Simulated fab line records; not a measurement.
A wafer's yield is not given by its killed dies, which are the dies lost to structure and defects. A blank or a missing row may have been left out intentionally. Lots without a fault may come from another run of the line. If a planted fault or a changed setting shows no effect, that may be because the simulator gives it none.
Chamber matching + flow n5Finfet + N5_SD_EPI_N_ETCH_16 on rieDiel-01 has 4 sister chambers
The step etches SiO2 in CHF3/O2, target depth 5 nm. 4 wafers are shown with their chamber, then 8 later ones without.

== WAFERS PAIRED WITH THEIR CHAMBERS ==
| wafer  | chamber | showerheadPlenumPTorr (Torr) |
|--------|---------|------------------------------|
| L082.5 | 1       | 2.28                         |
| L083.6 | 3       | 2.35                         |
| L087.1 | 2       | 2.43                         |
| L089.3 | 0       | 2.35                         |

== WAFERS MISSING THEIR CHAMBER ==
| wafer  | showerheadPlenumPTorr (Torr) |
|--------|------------------------------|
| L089.4 | 2.28                         |
| L089.6 | 2.34                         |
| L091.2 | 2.34                         |
| L091.4 | 2.35                         |
| L091.5 | 2.43                         |
| L092.1 | 2.34                         |
| L092.2 | 2.35                         |
| L092.5 | 2.35                         |

== WHICH CHAMBER EACH WENT THROUGH ==
| wafer  | from the rows above     | in truth |
|--------|-------------------------|----------|
| L089.4 | 1                       | 1        |
| L089.6 | can't be placed: 0 or 3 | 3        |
| L091.2 | can't be placed: 0 or 3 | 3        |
| L091.4 | can't be placed: 0 or 3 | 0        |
| L091.5 | 2                       | 2        |
| L092.1 | can't be placed: 0 or 3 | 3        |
| L092.2 | can't be placed: 0 or 3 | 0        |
| L092.5 | can't be placed: 0 or 3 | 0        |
Placed correctly: 2 of 8. Unplaceable from these rows: 6, with the true chamber sitting among the candidates in 6. Wrongly placed: 0.
How it was worked out, from the rows above alone: a wafer's distance from a chamber is the root of the sum, over the readings, of the square of ((its reading less the chamber's mean) divided by the reading's scatter). The wafer belongs to the nearest chamber; if the next one is less than 2 further off, it can't be placed. Each chamber's mean is taken over the wafers shown for it. The scatter: with one shown wafer a chamber, the root of the mean of the squares of how far each hidden wafer lies from its nearest shown one.
